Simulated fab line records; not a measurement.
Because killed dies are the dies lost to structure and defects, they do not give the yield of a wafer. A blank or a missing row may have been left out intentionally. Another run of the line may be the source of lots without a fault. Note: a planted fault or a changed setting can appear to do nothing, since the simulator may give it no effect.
fab line records	flow nand_harc
record lots=12	wafers=36	last_day=33
route steps=1302 shown A_CHANNEL_HOLE_D1@478 END@1302
lots untouched by any fault: they come from a run of this same line in which no faults occurred
start_h: the number of hours between the record's first day and the start of the first shown wafer of the lot	wait_h: how many hours have passed since the lot's step before this one	" the same as in the row above	L1.1+2: a single row standing in for several wafers	- value missing, or start not given	* or withheld: withheld	< > ~ a bound
route shown NAME@n: a module of which the file shows steps, and the number in the route of the first	usual: the fault-free wafers' mean and standard deviation	same: alike in all rows	chamber/n: place in a boat	sites: each site's reading	_std_site: standard deviation of those values	_edge_site: the outer-site mean with the inner-site mean subtracted	radius_mm: for every site, how far away it sits from the centre of the wafer	mask NAME#n: copy n	behind: the tool/chamber that last shaped the wafer	hold: what put the lot on hold/how long, in hours/how the hold closed	device: names the non-switching transistor (n, p or np)	end of line: the same wafers' tests at the end of the route	for a step that has no rows: nothing shown but its recipe	killed: dies lost to structure and defects at the first sort, not the wafer's yield	map: a wafer's dies, x killed, . not, _ none there
set.NAME: the setting as run; set.NAME@STEP: as run at that earlier step	model.NAME: the simulator's own value behind a step, which no gauge read
steps of the route over a sample of lots; a table a step, a row a wafer
services: a tool's chamber out of use, with start hour (start_h, from the record's first day; less than 0 if before it), hours out, and reason
## steps
# step NHARC_A_CHANNEL_HOLE_D1_ETCH_26
# recipe bias_v=300	source_w=2000	pressure_mtorr=30	time_s=224.1	ar_flow_sccm=375	c4f8_flow_sccm=11.4	o2_flow_sccm=113.6	temp_c=-20	target_depth_a=3000	chemistry=C4F8/O2/Ar
# usual bias_v=300.3/2.9	c4f8_flow_sccm=11.40/0.033	drypump_motor_current_A=5.68/0.28	showerhead_plenum_p_Torr=3.72/0.032	throttle_valve_pct=24.584/0.01
lot.wafer	tool	chamber	start_h	wait_h	bias_v	c4f8_flow_sccm	drypump_motor_current_A	rf_hours_counter_h	showerhead_plenum_p_Torr	throttle_valve_pct
L947.2	har_etch-01	1	199.96	0.7	303.3	11.40	5.64	96	3.72	24.576
L947.1	"	0	"	"	298.9	11.45	5.65	96	3.78	24.574
L947.5	"	1	"	"	301.7	11.41	5.65	-	3.72	24.585
L948.2	har_etch-02	1	212.02	0.7	302.2	11.42	6.10	317	3.76	24.592
L948.3	"	0	"	"	297.8	11.40	5.33	-	3.74	24.586
L948.6	"	0	"	"	298.8	11.35	5.33	-	3.74	24.563
L952.4	har_etch-01	1	264.54	0.5	295.6	11.39	5.66	-	3.70	24.565
L952.3	"	0	"	"	297.2	11.34	5.64	-	3.76	24.584
L952.6	"	1	"	"	299.4	11.35	5.67	-	3.70	24.589
L954.2	har_etch-02	0	282.72	0.7	296.9	11.44	5.34	355	3.72	24.577
L954.4	"	0	"	"	297.8	11.42	5.33	-	3.72	24.581
L954.6	"	0	"	"	299.9	11.48	5.33	-	3.72	24.587
L956.2	har_etch-02	0	293.99	0.7	297.3	11.40	5.35	363	3.71	24.595
L956.1	"	1	"	"	304.3	11.37	6.08	363	3.74	24.579
L956.3	"	0	"	"	299.8	11.40	5.35	-	3.71	24.574
L960.1	har_etch-02	1	339.27	0.7	297.8	11.39	6.07	390	3.72	24.594
L960.3	"	1	"	"	300.1	11.34	6.03	-	3.72	24.584
L960.6	"	1	"	"	298.4	11.36	6.04	-	3.72	24.591
L962.3	har_etch-02	1	355.65	0.5	303.8	11.42	6.08	-	3.72	24.584
L962.4	"	0	"	"	302.5	11.43	5.33	-	3.69	24.588
L962.6	"	1	"	"	306.6	11.44	6.05	-	3.72	24.560
L963.2	har_etch-01	1	367.10	0.7	299.9	11.44	5.66	191	3.67	24.601
L963.1	"	0	"	"	300.9	11.47	5.64	191	3.72	24.589
L963.3	"	1	"	"	303.3	11.40	5.66	-	3.67	24.587
L964.1	har_etch-02	0	370.00	0.7	303.1	11.38	5.34	405	3.69	24.595
L964.2	"	1	"	"	298.8	11.41	6.07	405	3.71	24.580
L964.3	"	1	"	"	295.7	11.39	6.04	-	3.71	24.590
L965.1	har_etch-01	1	382.54	0.7	296.5	11.36	5.67	202	3.66	24.582
L965.2	"	0	"	"	301.5	11.44	5.62	202	3.72	24.591
L965.4	"	1	"	"	297.0	11.35	5.68	-	3.66	24.591
L966.2	har_etch-01	1	389.25	0.7	302.4	11.42	5.64	206	3.66	24.576
L966.3	"	1	"	"	303.2	11.37	5.64	-	3.66	24.586
L966.6	"	0	"	"	299.1	11.42	5.63	-	3.71	24.593
L967.2	har_etch-02	0	408.34	0.7	295.6	11.38	5.32	11	3.68	24.576
L967.1	"	1	"	"	298.6	11.47	6.08	11	3.70	24.587
L967.6	"	1	"	"	297.6	11.43	6.07	-	3.70	24.595
# step NHARC_A_CHANNEL_HOLE_D1_ETCH_33
# recipe bias_v=400	source_w=2000	pressure_mtorr=25	time_s=90	ar_flow_sccm=375	c4f8_flow_sccm=41.7	o2_flow_sccm=83.3	temp_c=-20	target_depth_a=4000	chemistry=C4F8/O2/Ar
# usual bias_v=400/3.8	c4f8_flow_sccm=41.70/0.12	drypump_motor_current_A=5.67/0.29	showerhead_plenum_p_Torr=3.71/0.031	throttle_valve_pct=27.619/0.0091
lot.wafer	tool	chamber	start_h	wait_h	bias_v	c4f8_flow_sccm	drypump_motor_current_A	rf_hours_counter_h	showerhead_plenum_p_Torr	throttle_valve_pct
L947.2	har_etch-01	1	200.16	0.2	395	41.63	5.64	96	3.71	27.627
L947.1	"	0	"	"	391	41.90	5.63	96	3.77	27.617
L947.5	"	1	"	"	398	41.56	5.64	-	3.71	27.623
L948.2	har_etch-02	1	212.22	0.2	406	41.65	6.05	317	3.76	27.620
L948.3	"	0	"	"	400	41.85	5.32	-	3.73	27.615
L948.6	"	0	"	"	401	41.80	5.31	-	3.73	27.611
L952.4	har_etch-01	1	264.73	0.2	-	-	-	-	-	-
L952.3	"	0	"	"	-	-	-	-	-	-
L952.6	"	1	"	"	-	-	-	-	-	-
L954.2	har_etch-02	0	282.92	0.2	-	-	-	-	-	-
L954.4	"	0	"	"	-	-	-	-	-	-
L954.6	"	0	"	"	-	-	-	-	-	-
L956.2	har_etch-02	0	294.19	0.2	-	-	-	-	-	-
L956.1	"	1	"	"	-	-	-	-	-	-
L956.3	"	0	"	"	-	-	-	-	-	-
L960.1	har_etch-02	1	339.47	0.2	395	41.61	6.08	390	3.71	27.617
L960.3	"	1	"	"	397	41.81	6.06	-	3.71	27.615
L960.6	"	1	"	"	403	41.82	6.03	-	3.72	27.617
L962.3	har_etch-02	1	355.85	0.2	405	41.79	6.12	-	3.71	27.626
L962.4	"	0	"	"	407	41.75	5.31	-	3.69	27.627
L962.6	"	1	"	"	406	41.64	6.09	-	3.71	27.614
L963.2	har_etch-01	1	367.30	0.2	395	41.89	5.65	191	3.66	27.611
L963.1	"	0	"	"	395	41.73	5.63	191	3.72	27.630
L963.3	"	1	"	"	398	41.74	5.66	-	3.66	27.628
L964.1	har_etch-02	0	370.20	0.2	401	41.78	5.33	406	3.68	27.604
L964.2	"	1	"	"	392	41.68	6.04	406	3.71	27.629
L964.3	"	1	"	"	395	41.67	6.05	-	3.71	27.637
L965.1	har_etch-01	1	382.74	0.2	403	41.53	5.66	202	3.66	27.616
L965.2	"	0	"	"	408	41.70	5.65	202	3.71	27.610
L965.4	"	1	"	"	401	41.70	5.67	-	3.66	27.628
L966.2	har_etch-01	1	389.45	0.2	398	41.77	5.67	206	3.65	27.620
L966.3	"	1	"	"	399	41.69	5.66	-	3.65	27.618
L966.6	"	0	"	"	403	41.99	5.63	-	3.71	27.622
L967.2	har_etch-02	0	408.54	0.2	401	41.66	5.34	12	3.67	27.629
L967.1	"	1	"	"	398	41.77	6.07	12	3.70	27.611
L967.6	"	1	"	"	395	41.78	6.08	-	3.70	27.627
# step NHARC_A_CHANNEL_HOLE_D1_STRIP_27
# recipe o2_flow_sccm=500	ar_flow_sccm=0	bias_w=0	chemistry=O2
# usual drypump_motor_current_A=5.8/0.42	oes_product_au=1.001/0.01	rf_vpp_V=57.8/0.93	showerhead_plenum_p_Torr=3.55/0.17	throttle_valve_pct=17.037/0.0091
lot.wafer	tool	chamber	start_h	wait_h	drypump_motor_current_A	oes_product_au	rf_hours_counter_h	rf_vpp_V	showerhead_plenum_p_Torr	throttle_valve_pct
L947.2	rie_diel-01	1	-	-	6.4	1.016	49	56.4	3.38	17.026
L947.1	"	2	"	"	5.7	1.009	48	56.8	3.31	17.046
L947.5	"	1	"	"	6.4	1.004	-	57.4	3.37	17.060
L948.3	rie_diel-12	1	-	-	5.8	0.992	38	57.5	3.69	17.029
L948.2	"	3	"	"	5.8	1.012	38	56.3	3.31	17.041
L948.6	"	0	"	"	5.9	0.989	-	57.2	3.29	17.036
L952.3	rie_diel-04	0	-	-	5.8	1.001	7	58.6	3.61	17.040
L952.4	"	1	"	"	6.5	0.995	-	58.4	3.71	17.047
L952.6	"	0	"	"	5.8	1.003	-	57.7	3.61	17.036
L954.2	rie_diel-04	0	-	-	5.8	0.998	10	56.4	3.60	17.035
L954.4	"	2	"	"	5.2	1.010	9	57.5	3.40	17.026
L954.6	"	0	"	"	5.8	1.001	-	58.5	3.60	17.041
L956.1	rie_diel-12	3	-	-	5.8	1.025	6	57.0	3.30	17.041
L956.3	"	0	"	"	5.9	1.009	8	59.2	3.80	17.043
L956.2	"	2	"	"	6.2	1.016	9	58.1	3.41	17.031
L960.1	rie_diel-01	2	-	-	5.7	1.013	28	57.5	3.30	17.041
L960.3	"	0	"	"	5.4	0.981	35	58.7	3.57	17.036
L960.6	"	1	"	"	6.4	1.004	-	56.4	3.35	17.040
L962.4	rie_diel-01	1	-	-	6.4	0.999	45	58.0	3.35	17.040
L962.3	"	0	"	"	5.4	0.975	39	56.9	3.57	17.036
L962.6	"	1	"	"	6.4	0.994	-	58.0	3.35	17.033
L963.1	rie_diel-04	0	-	-	5.8	0.991	0	57.8	3.60	17.048
L963.2	"	1	"	"	6.5	1.005	0	57.0	3.70	17.039
L963.3	"	3	"	"	5.2	1.015	0	57.7	3.71	17.045
L964.2	rie_diel-12	0	-	-	5.9	0.986	36	57.5	3.79	17.039
L964.3	"	1	"	"	5.8	0.998	44	58.6	3.65	17.030
L964.1	"	3	"	"	5.8	0.995	38	58.2	3.28	17.042
L965.1	rie_diel-12	1	-	-	5.8	0.982	49	58.0	3.65	17.031
L965.2	"	2	"	"	6.2	1.010	50	55.7	3.39	17.049
L965.4	"	3	"	"	5.8	1.002	42	59.0	3.28	17.034
L966.2	rie_diel-04	2	-	-	5.2	1.007	2	56.8	3.39	17.032
L966.3	"	1	"	"	6.5	1.001	2	58.3	3.70	17.036
L966.6	"	3	"	"	5.2	1.008	-	59.2	3.70	17.023
L967.1	rie_diel-04	1	-	-	6.5	0.995	4	58.4	3.70	17.043
L967.2	"	0	"	"	5.8	1.005	4	57.4	3.60	17.036
L967.6	"	1	"	"	6.5	0.998	-	57.8	3.70	17.037
# step NHARC_A_CHANNEL_HOLE_D1_CD_MEAS_30
# usual cd_nm=90.3/1.3
lot.wafer	tool	chamber	start_h	wait_h	cd_nm
L947.1	cd_sem-02	-	201.70	-	89.9
L947.2	"	-	"	"	92.0
L947.5	"	-	"	"	92.4
L948.2	cd_sem-02	-	214.28	-	90.0
L948.3	"	-	"	"	91.2
L948.6	"	-	"	"	87.9
L952.3	cd_sem-02	-	266.37	-	89.5
L952.4	"	-	"	"	90.5
L952.6	"	-	"	"	90.1
L954.2	cd_sem-01	-	284.47	-	89.2
L954.4	"	-	"	"	89.0
L954.6	"	-	"	"	91.0
L956.1	cd_sem-03	-	295.77	-	89.5
L956.2	"	-	"	"	87.7
L956.3	"	-	"	"	87.9
L960.1	cd_sem-02	-	341.02	-	89.3
L960.3	"	-	"	"	90.6
L960.6	"	-	"	"	91.3
L962.3	cd_sem-02	-	357.33	-	88.9
L962.4	"	-	"	"	91.4
L962.6	"	-	"	"	90.1
L963.1	cd_sem-03	-	368.84	-	90.7
L963.2	"	-	"	"	90.8
L963.3	"	-	"	"	90.7
L964.1	cd_sem-03	-	371.90	-	87.4
L964.2	"	-	"	"	89.4
L964.3	"	-	"	"	91.0
L965.1	cd_sem-02	-	384.35	-	92.0
L965.2	"	-	"	"	87.5
L965.4	"	-	"	"	88.9
L966.2	cd_sem-03	-	390.99	-	91.9
L966.3	"	-	"	"	92.0
L966.6	"	-	"	"	90.5
L967.1	cd_sem-02	-	410.08	-	90.8
L967.2	"	-	"	"	92.8
L967.6	"	-	"	"	90.7
# step NHARC_END_SORT_01
# recipe temp_c=25
# usual killed_at_array=55/20	killed_at_other=1.1/1.2	killed_at_periphery=3.8/2.8	killed_dies=60/19	killed_open=3.4/1.9	killed_short=2.2/1.5
# same gross_dies=677
lot.wafer	tool	chamber	start_h	wait_h	killed_at_array	killed_at_other	killed_at_periphery	killed_dies	killed_open	killed_short
L952.3	prober-02	0	634.91	3.1	671	6	0	677	5	2
L952.4	prober-02	0	635.71	3.4	672	3	2	677	3	3
L952.6	prober-02	0	637.31	4.0	674	1	2	677	7	2
L956.1	prober-02	0	662.90	2.5	673	1	3	677	3	6
L956.2	prober-02	0	663.70	2.8	670	1	6	677	1	3
L956.3	prober-02	0	664.49	3.1	665	2	10	677	6	4
L954.2	prober-01	0	663.72	2.8	672	1	4	677	3	3
L954.4	prober-01	0	665.31	3.4	674	0	3	677	3	0
L954.6	prober-01	0	666.90	4.0	676	0	1	677	1	2
# killed by level:class
L952.3 A_CHANNEL_HOLE_D1:area_etch=653 A_CHANNEL_HOLE_D2:chamber_film_flake=7 THIN_TSV:chamber_film_flake=6 A_DECK1_JOINT:chamber_film_flake=2 A_ONON_D1:geometric_particle:open=1 A_ONON_D1:geometric_particle:short=1 A_CHANNEL_FILL_D1:geometric_particle:open=1 A_ONON_D2:geometric_particle:short=1
L952.4 A_CHANNEL_HOLE_D1:area_etch=645 A_CHANNEL_HOLE_D2:chamber_film_flake=14 THIN_TSV:chamber_film_flake=3 A_STAIRCASE:chamber_film_flake=2 A_DECK1_JOINT:geometric_particle:short=2 A_ZERO_WELL:chamber_film_flake=2 A_SLIT:chamber_film_flake=2 P_GATE:geometric_particle:open=1
L952.6 A_CHANNEL_HOLE_D1:area_etch=648 A_CHANNEL_HOLE_D2:chamber_film_flake=14 A_CHANNEL_FILL_D1:geometric_particle:open=3 A_CONTACT:chamber_film_flake=2 P_CONTACT:geometric_particle:open=1 P_M0:geometric_particle:open=1 A_SOURCE_PLATE:geometric_particle:short=1 A_ONON_D2:geometric_particle:open=1
L956.1 A_CHANNEL_HOLE_D1:area_etch=646 A_CONTACT:chamber_film_flake=7 A_STAIRCASE:chamber_film_flake=6 A_CHANNEL_FILL_D2:geometric_particle:short=3 A_SLIT:chamber_film_flake=2 P_M0:geometric_particle:short=1 A_DECK1_JOINT:geometric_particle:short=1 A_SLIT:geometric_particle:short=1
L956.2 A_CHANNEL_HOLE_D1:area_etch=646 A_CONTACT:chamber_film_flake=11 P_STI:chamber_film_flake=4 A_STAIRCASE:chamber_film_flake=4 A_WL_FILL:geometric_particle:short=2 A_M0:chamber_film_flake=2 A_CHANNEL_HOLE_D2:chamber_film_flake=2 A_CHANNEL_HOLE_D2:geometric_particle:short=1
L954.2 A_CHANNEL_HOLE_D1:area_etch=637 A_SLIT:chamber_film_flake=26 A_CHANNEL_HOLE_D2:unspecified=2 A_CHANNEL_FILL_D2:chamber_film_flake=2 P_CONTACT:geometric_particle:open=1 A_ONON_D1:geometric_particle:short=1 A_CHANNEL_FILL_D2:geometric_particle:short=1 A_CONTACT:geometric_particle:open=1
L956.3 A_CHANNEL_HOLE_D1:area_etch=643 A_STAIRCASE:chamber_film_flake=9 P_STI:chamber_film_flake=6 A_CONTACT:chamber_film_flake=5 P_M0:geometric_particle:open=2 THIN_TSV:chamber_film_flake=2 P_M1:geometric_particle:open=1 P_M2:geometric_particle:short=1
L954.4 A_CHANNEL_HOLE_D1:area_etch=630 A_SLIT:chamber_film_flake=31 A_CONTACT:chamber_film_flake=6 P_GATE:geometric_particle:open=1 A_CHANNEL_FILL_D1:geometric_particle:open=1 A_WL_FILL:geometric_particle:open=1 P_ZERO_WELL:chamber_film_flake=1 P_STI:chamber_film_flake=1
L954.6 A_CHANNEL_HOLE_D1:area_etch=623 A_SLIT:chamber_film_flake=34 A_CONTACT:chamber_film_flake=5 A_CHANNEL_HOLE_D2:unspecified=4 A_CHANNEL_HOLE_D2:chamber_film_flake=3 A_CHANNEL_HOLE_D1:geometric_particle:short=1 A_CHANNEL_HOLE_D2:geometric_particle:short=1 A_BLC:geometric_particle:open=1
## services
tool	chamber	start_h	hours	kind
rie_diel-04	-	177.90	9.0	pm
rie_diel-04	0	177.90	9.0	vent_cycle
rie_diel-04	1	177.90	9.0	vent_cycle
rie_diel-12	3	192.68	3.1	repair
rie_diel-01	-	204.57	9.0	pm
rie_diel-12	-	242.81	0.4	repair
rie_diel-04	3	262.61	12.8	repair
rie_diel-12	-	268.49	9.0	pm
rie_diel-01	2	288.57	21.9	repair
rie_diel-04	-	290.35	15.8	repair
rie_diel-01	0	306.25	14.8	repair
rie_diel-04	1	325.86	15.0	repair
rie_diel-04	-	350.92	0.2	repair
rie_diel-04	-	354.90	9.0	pm
rie_diel-01	3	377.64	4.2	repair
har_etch-02	-	378.38	17.0	pm
har_etch-02	0	378.38	17.0	vent_cycle
har_etch-02	1	378.38	17.0	vent_cycle
rie_diel-01	-	381.57	9.0	pm
har_etch-02	0	395.38	-	clean
har_etch-02	0	395.38	-	consumable_replace:focus_ring
har_etch-02	1	395.38	-	clean
har_etch-02	1	395.38	-	consumable_replace:focus_ring
rie_diel-01	0	401.71	7.1	repair
## key
first_sign step=NHARC_A_CHANNEL_HOLE_D1_ETCH_33	reading=tool_record	direction=missing
effect step=NHARC_END_SORT_01	reading=killed_dies	direction=up	sigmas=32	usual=60	struck=677
more_kills_born_at NHARC_A_CHANNEL_HOLE_D1_ETCH_33@har_etch-02=3652	NHARC_A_CHANNEL_HOLE_D1_ETCH_33@har_etch-01=1938
met_at NHARC_A_CHANNEL_HOLE_D1_ETCH_33
struck_lots L952,L954,L956
later_rows_left_out L952.3,L952.4,L952.6,L954.2,L954.4,L954.6,L956.1,L956.2,L956.3
tester_left_out L952,L954,L956
not_acting_at NHARC_A_CHANNEL_HOLE_D1_ETCH_26,NHARC_A_CHANNEL_HOLE_D1_STRIP_27,NHARC_A_CHANNEL_HOLE_D1_CD_MEAS_30
onset_between 212.22 264.73
fault kind=skipped_step_whole	tool=har_etch-01,har_etch-02	chamber=-	onset_h=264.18	steps=NHARC_A_CHANNEL_HOLE_D1_ETCH_33	scope=struck_lots_only
# tester_left_out: of these lots the tester's yield and bins aren't shown, on N5 and GAA mostly nor the transistor test; their killed dies are dies lost to structure and defects alone, not to doping, threshold or leakage, so they don't give the yield
# later_rows_left_out: the simulator's readings of these wafers behind a module that went badly wrong aren't trusted and aren't shown, but for the sort
